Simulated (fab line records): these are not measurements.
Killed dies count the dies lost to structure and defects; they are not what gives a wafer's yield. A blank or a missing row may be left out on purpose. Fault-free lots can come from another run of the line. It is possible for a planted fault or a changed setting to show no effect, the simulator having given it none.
Chamber matching / flow n5-finfet / ald-sin-04 running N5_STI_FIN_REVEAL_ALD_14: 4 sister chambers
The step deposits Si3N4, target thk 3 nm. 4 wafers are shown with their chamber, then 9 later ones without.

WAFERS WITH THEIR CHAMBER
wafer=L085.5; chamber=3; heater-power-w (W)=984
wafer=L087.2; chamber=2; heater-power-w (W)=844
wafer=L087.5; chamber=1; heater-power-w (W)=770
wafer=L087.6; chamber=0; heater-power-w (W)=753

WAFERS MISSING THEIR CHAMBER
wafer=L089.1; heater-power-w (W)=753
wafer=L089.4; heater-power-w (W)=1001
wafer=L089.6; heater-power-w (W)=854
wafer=L090.3; heater-power-w (W)=988
wafer=L090.4; heater-power-w (W)=793
wafer=L090.6; heater-power-w (W)=1012
wafer=L095.2; heater-power-w (W)=867
wafer=L095.5; heater-power-w (W)=789
wafer=L095.6; heater-power-w (W)=764

WHICH CHAMBER EACH WENT THROUGH
wafer=L089.1; from the rows above=can't be placed: 0 or 1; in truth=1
wafer=L089.4; from the rows above=3; in truth=3
wafer=L089.6; from the rows above=2; in truth=2
wafer=L090.3; from the rows above=3; in truth=3
wafer=L090.4; from the rows above=can't be placed: 1 or 0 or 2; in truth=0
wafer=L090.6; from the rows above=3; in truth=3
wafer=L095.2; from the rows above=2; in truth=2
wafer=L095.5; from the rows above=can't be placed: 1 or 0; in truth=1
wafer=L095.6; from the rows above=can't be placed: 1 or 0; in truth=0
Placed correctly: 5 of 9. From these rows, 4 cannot be placed; in 4 the true chamber is one of the candidates. Number placed wrongly: 0.
How it was worked out, from the rows above alone: a wafer's distance from a chamber is the root of the sum, over the readings, of the square of ((its reading less the chamber's mean) divided by the reading's scatter). If the next closest chamber is less than 2 further off than the closest, the wafer can't be placed; otherwise it belongs to the closest. Each chamber's mean is taken over the wafers shown for it. The scatter: with one shown wafer a chamber, the root of the mean of the squares of how far each hidden wafer lies from its nearest shown one.
